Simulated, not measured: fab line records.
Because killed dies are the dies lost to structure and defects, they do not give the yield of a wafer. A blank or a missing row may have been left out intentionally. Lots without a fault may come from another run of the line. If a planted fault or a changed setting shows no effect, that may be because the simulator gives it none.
8D (eight disciplines) problem report, filled in by code / flow n5 finfet / the parts of the form that need people (team, actions taken, sign-off) are left out

1. THE PROBLEM
Wafers without a fault read 15, standard deviation 5; killed_at_M4_up at N5_PASSIVATION_PROBE_49 reads a mean of 140 on 2 wafers belonging to 2 lots. That puts it +25 standard deviations away from the usual mean.
The first sign was on wafer L830.5 at day 16 04:37, on prober-02. At this step, 12 wafers from 4 lots have a number in the record. Rule for "out" (also "out of limits"): further than 4 standard deviations from the usual mean. The rest of the wafers with a number are treated as sound.

2. WHAT IT IS, WHAT IT ISN'T
question=which readings at this step | is=killed_at_M4_up, defect limited yield, killed dies, sort_bin_5_function, sort n pass, sort yield pct | is not=killed_at_M0_to_M3, killed at contacts, killed at front end, killed at other, killed open, killed short, sort_bin_6_memory
question=which lots | is=L829, L830 | is not=L820, L822
question=which wafers of those lots | is=L829.1, L830.5 | is not=L829.3, L829.5, L830.4, L830.6
question=read on which tools | is=prober-01, prober-02 | is not=-
question=when | is=from day 16 04:37 | is not=up to then (7 sound wafers); but 3 sound wafers of L829, L830 came after

3. WHAT RULES OUT EACH SUSPECT
Counting: a tool at a process step up to the reading stays a suspect if it ran every lot that is out. Sound lots after the first of them don't rule it out here, since some wafers of a struck lot are sound.
- rie diel-04 at N5_BEOL_M4_VIA_ETCH_34 (etches the open film in C4F6/O2, target depth 69.4 nm, time 65.9 s): kept. Every lot that is out went through it, the first being L829 (day 10 20:20); the last sound lot it ran before that was L820 (day 7 22:55).
- rie diel-03 at N5_MIM_BOT_LITHO_DESCUM_10 (chemistry O2, time 7.9 s): kept. It ran every lot that is out, first L830 (day 15 14:50).
- Within rie diel-04 at N5_BEOL_M4_VIA_ETCH_34: the wafers that are out ran in chamber 0; their sound lot-mates ran in chambers 1, 2.
What counting leaves: rie diel-04 at N5_BEOL_M4_VIA_ETCH_34 and rie diel-03 at N5_MIM_BOT_LITHO_DESCUM_10.

4. THE CAUSE (what the simulator had put in)
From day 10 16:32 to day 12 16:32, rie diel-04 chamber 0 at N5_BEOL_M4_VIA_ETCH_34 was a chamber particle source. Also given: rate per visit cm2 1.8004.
After counting, 2 suspects remain, this tool included.

5. THE EFFECT CHAIN, in route order
One row per reading whose mean, taken over the struck wafers that have a number, lies over 3 standard deviations from the usual. Only readings for which the record gives a usual standard deviation are gone through. hours: the time from each lot's start at the first step in this table that gives one to its start at this step, as a median over the lots. sigmas: the change in usual standard deviations.
hours=0; step=N5_PASSIVATION_PROBE_49; reading=defect limited yield; usual=91.0 %; on struck wafers=82.7; change=-8.3; sigmas=-6.0
hours=0; step=N5_PASSIVATION_PROBE_49; reading=killed_at_M4_up; usual=15; on struck wafers=140; change=+126; sigmas=+25
hours=0; step=N5_PASSIVATION_PROBE_49; reading=killed dies; usual=106; on struck wafers=205; change=+99; sigmas=+6.2
hours=0; step=N5_PASSIVATION_PROBE_49; reading=sort_bin_5_function; usual=5.2 %; on struck wafers=10.9; change=+5.7; sigmas=+6.3
hours=0; step=N5_PASSIVATION_PROBE_49; reading=sort n pass; usual=1073; on struck wafers=975; change=-98; sigmas=-5.8
hours=0; step=N5_PASSIVATION_PROBE_49; reading=sort yield pct; usual=91.0 %; on struck wafers=82.7; change=-8.3; sigmas=-5.6
The process steps in it:
- N5_PASSIVATION_PROBE_49

6. WHAT WOULD HAVE CAUGHT IT SOONER
The fault began at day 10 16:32; the first out-of-limits reading in this record came at day 16 04:37, 132 hours later.
Of the tool readings at N5_BEOL_M4_VIA_ETCH_34 for which the record gives a usual standard deviation, none was out on any struck wafer, so an alarm limit of 4 standard deviations on them would not have fired.
By day 16 04:37, every lot that is out (2) had started N5_BEOL_M4_VIA_ETCH_34 on rie diel-04. A hold on the tool at that time would have spared none of them.
